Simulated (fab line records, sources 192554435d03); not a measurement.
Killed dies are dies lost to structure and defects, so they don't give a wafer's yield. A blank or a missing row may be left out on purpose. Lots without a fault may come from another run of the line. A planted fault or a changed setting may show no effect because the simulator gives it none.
Chamber matching | flow n5_finfet | N5_BEOL_M7_ALD_77 on ald_metal-02: 4 sister chambers
The step deposits TaN, target thk 2 nm, pulse time 2 s, purge time 3 s. 14 wafers are shown with their chamber, then 7 later ones without.

WAFERS WITH THEIR CHAMBER
wafer  | chamber | heater_power_w (W)
L077.1 | 0       | 439
L077.2 | 1       | 405
L077.3 | 3       | 381
L077.4 | 2       | 365
L077.5 | 1       | 408
L077.6 | 2       | 359
L081.2 | 1       | 406
L081.3 | 3       | 393
L081.6 | 3       | 392
L082.3 | 2       | 351
L082.4 | 3       | 382
L082.5 | 3       | 381
L084.2 | 1       | 408
L084.5 | 0       | 440

SIGNATURES (means of the wafers above)
reading        | chamber 0 | chamber 1 | chamber 2 | chamber 3 | scatter within a chamber
heater_power_w | 439.50    | 406.75    | 358.33    | 385.80    | 5.07
Rule: a wafer's distance from a chamber is the root of the sum, over the readings, of the square of ((its reading less the chamber's mean) divided by the reading's scatter). The wafer belongs to the nearest chamber; if the next one is less than 2 further off, it can't be placed. The scatter: the root of (the sum of the squares of (reading less its chamber's mean) over the shown wafers, divided by (wafers less chambers)).

WAFERS WITHOUT THEIR CHAMBER
wafer  | heater_power_w (W)
L084.6 | 400
L087.2 | 442
L087.4 | 395
L087.5 | 408
L097.1 | 390
L097.3 | 357
L097.5 | 404

WHICH CHAMBER EACH WENT THROUGH
wafer  | from the rows above     | in truth
L084.6 | can't be placed: 1 or 3 | 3
L087.2 | 0                       | 0
L087.4 | can't be placed: 3 or 1 | 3
L087.5 | 1                       | 1
L097.1 | 3                       | 3
L097.3 | 2                       | 2
L097.5 | 1                       | 1
Placed correctly: 5 of 7. Can't be placed from these rows: 2 (the true chamber is among the candidates in 2). Placed wrongly: 0.
